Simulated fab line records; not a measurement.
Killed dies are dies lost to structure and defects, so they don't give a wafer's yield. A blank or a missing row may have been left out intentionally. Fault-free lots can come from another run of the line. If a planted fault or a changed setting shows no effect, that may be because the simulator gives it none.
Struck lot and sound lot, side by side / flow n5_finfet / 17 steps out of a route of 1938
Sound: the wafers L911.2, L911.3, L911.6. The struck wafers were L898.1, L898.3, L898.5. The cause is given at the end.
Order at every step that has rows: each side's tool, ch and its chambers, its first start. Under that, the readings that differ: sound wafers / struck wafers / difference of the means / sigmas: that difference in standard deviations of wafers without a fault.
alike: words and numbers the same on both sides, and readings whose means are apart by under 2 such deviations; not compared: readings that were withheld, readings missing a value for some wafer, numbers with overlapping values and no deviation given by the record, and bounds like >300 which may hide the same value.
A row with sigmas, a row that says differs or no value, or rows on one side alone: a step with any of these is where the two part. Numbers that don't overlap but have no deviation are shown without sigmas and don't part them. Lack of a reading on every wafer of one side parts them only where that side has two or more wafers.

first, 2 steps without rows for these wafers: N5_BEOL_M1_PEB_09 (peb time 60 s); N5_BEOL_M1_DEVELOP_10 (develop time 30 s).
N5_BEOL_M1_CD_MEAS_11 targets a cd of 17.05 nm.
  sound on cd_sem-01 ch 0, day 11 12:55; struck on cd_sem-03 ch 0, day 8 05:30
  alike: cd_nm
N5_BEOL_M1_OVL_MEAS_12:
  sound on overlay-02 ch 0, day 11 12:57; struck on overlay-02 ch 0, day 8 05:32
  alike: M1_OVL
N5_BEOL_M1_INSPECT_13: inspects for defects (brightfield).
  sound on defect_inspect-01 at day 11 13:01; struck on defect_inspect-01 at day 8 05:35
  alike: raw_defect_count
N5_BEOL_M1_DESCUM_16: chemistry O2, time 7 s.
  sound on rie_diel-03 ch 1,2, day 11 13:02; struck on rie_diel-04 ch 1,3, day 8 05:46
  alike: bias_power_w, chamber_pressure_mTorr, drypump_motor_current_A, oes_product_au, rf_vpp_V, showerhead_plenum_p_Torr, throttle_valve_pct
  not compared: rf_hours_counter_h
then, 1 step without rows for these wafers: N5_BEOL_M1_ETCH_74 (etches underlayer in N2/H2, target depth 6.5 nm, time 5.2 s).
N5_BEOL_M1_ETCH_63: etches SiARC in CF4, target depth 15.6 nm, time 26 s.
  sound on rie_diel-03 ch 1,2, day 11 13:05; struck on rie_diel-04 ch 1,3, day 8 05:49
  alike: chamber_pressure_mTorr, drypump_motor_current_A, etch_rf_on_time_s, oes_product_au, rf_vpp_V, showerhead_plenum_p_Torr, throttle_valve_pct
  not compared: rf_hours_counter_h
N5_BEOL_M1_ETCH_64: etches SOC in N2/H2, target depth 75 nm, overetch 15 nm, time 112.5 s.
  sound on rie_diel-03 ch 1,2, day 11 13:07; struck on rie_diel-04 ch 1,3, day 8 05:50
  alike: chamber_pressure_mTorr, drypump_motor_current_A, oes_product_au, rf_vpp_V, showerhead_plenum_p_Torr, throttle_valve_pct
  not compared: rf_hours_counter_h
then, 2 steps without rows for these wafers: N5_BEOL_M1_STRIP_65 (strips in N2/H2); N5_BEOL_M1_STRIP_75 (strips in N2/H2).
N5_BEOL_M1_STRIP_66: strips in CF4.
  sound on rie_diel-03 ch 1,2, day 11 13:15; struck on rie_diel-04 ch 1,3, day 8 05:58
  alike: bias_power_w, chamber_pressure_mTorr, drypump_motor_current_A, oes_product_au, rf_vpp_V, showerhead_plenum_p_Torr, throttle_valve_pct
  not compared: rf_hours_counter_h
N5_BEOL_M1_HM_OPEN_17: chemistry Cl2/BCl3, target TiN, target depth 20 nm, overetch 6 nm.
  sound on rie_metal-03 ch 0,1, day 11 13:17; struck on rie_metal-02 ch 0,1, day 8 06:01
  no value came back on the struck wafers for any of 6 readings (bcl3_flow_sccm (sccm), bias_w (W) and others); on the sound wafers bcl3_flow_sccm (sccm) reads 21.80 21.73 21.67
reading=model.SOC_of_BEOL_M1_COAT_61.thk_nm (nm); sound=51.8 52 51.6; struck=59.8 60 60; difference=+8.1; sigmas=
  not compared: rf_hours_counter_h
N5_BEOL_M1_STRIP_19: strips in O2.
  sound on rie_diel-05 ch 1,3, day 11 13:24; struck on rie_diel-05 ch 0,1,3, day 8 06:08
reading=oes_product_au (a.u.); sound=0.73 0.97 0.97; struck=0.69 0.74 0.69; difference=-0.18; sigmas=-2
  alike: chamber_pressure_mTorr, drypump_motor_current_A, rf_vpp_V, showerhead_plenum_p_Torr, throttle_valve_pct
  not compared: rf_hours_counter_h
N5_BEOL_M1_CD_MEAS_18: pitch 36 nm, target cd 18 nm.
  sound on cd_sem-01 at day 11 13:28; struck on cd_sem-01 at day 8 06:13
reading=cd_nm (nm); sound=18.0 18.3 18.1; struck=- - -; difference=no value on the struck wafers; sigmas=
then, 1 step without rows for these wafers: N5_BEOL_M1_COAT_67 (time 60 s, resist thk 60 nm).
N5_BEOL_M4_RC_MEAS_101:
  the record has rows for the sound wafers here (prober-02 ch 0, day 13 08:44) and none for the struck ones

== WHERE THEY PART ==
At N5_BEOL_M1_HM_OPEN_17 first; at N5_BEOL_M4_RC_MEAS_101 last (within this record only).

WHY: what had been put in by the simulator
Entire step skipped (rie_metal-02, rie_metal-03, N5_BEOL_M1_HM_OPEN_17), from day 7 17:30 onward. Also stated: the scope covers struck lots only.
